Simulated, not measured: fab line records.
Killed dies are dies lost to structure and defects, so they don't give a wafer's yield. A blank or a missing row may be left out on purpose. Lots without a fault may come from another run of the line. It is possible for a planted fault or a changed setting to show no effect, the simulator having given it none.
Chamber matching / flow n5 finfet / N5_BEOL_M8_STRIP_36 on rie diel-06: 4 sister chambers
The step strips in N2/H2. 4 wafers are shown with their chamber, then 8 later ones without.

## EACH WAFER AND ITS CHAMBER
wafer=L083.1; chamber=3; showerhead plenum p Torr (Torr)=2.71
wafer=L090.1; chamber=0; showerhead plenum p Torr (Torr)=2.40
wafer=L090.4; chamber=2; showerhead plenum p Torr (Torr)=2.51
wafer=L093.3; chamber=1; showerhead plenum p Torr (Torr)=2.50

## WAFERS MISSING THEIR CHAMBER
wafer=L093.4; showerhead plenum p Torr (Torr)=2.69
wafer=L093.6; showerhead plenum p Torr (Torr)=2.69
wafer=L094.1; showerhead plenum p Torr (Torr)=2.69
wafer=L094.4; showerhead plenum p Torr (Torr)=2.40
wafer=L094.5; showerhead plenum p Torr (Torr)=2.51
wafer=L095.1; showerhead plenum p Torr (Torr)=2.50
wafer=L095.4; showerhead plenum p Torr (Torr)=2.69
wafer=L095.6; showerhead plenum p Torr (Torr)=2.50

## WHICH CHAMBER EACH ONE RAN IN
wafer=L093.4; from the rows above=3; in truth=3
wafer=L093.6; from the rows above=3; in truth=3
wafer=L094.1; from the rows above=3; in truth=3
wafer=L094.4; from the rows above=0; in truth=0
wafer=L094.5; from the rows above=can't be placed: 2 or 1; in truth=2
wafer=L095.1; from the rows above=can't be placed: 1 or 2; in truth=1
wafer=L095.4; from the rows above=3; in truth=3
wafer=L095.6; from the rows above=can't be placed: 1 or 2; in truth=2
Placed correctly: 5 of 8. Not placeable from these rows: 3 (in 3, the candidates include the true chamber). 0 placed wrongly.
How it was worked out, from the rows above alone: a wafer's distance from a chamber is the root of the sum, over the readings, of the square of ((its reading less the chamber's mean) divided by the reading's scatter). If the next closest chamber is less than 2 further off than the closest, the wafer can't be placed; otherwise it belongs to the closest. For every chamber, the mean is computed from those of its wafers that are shown. The scatter (one wafer shown for each chamber): square how far every hidden wafer sits from the nearest shown wafer, average those squares and take the square root.
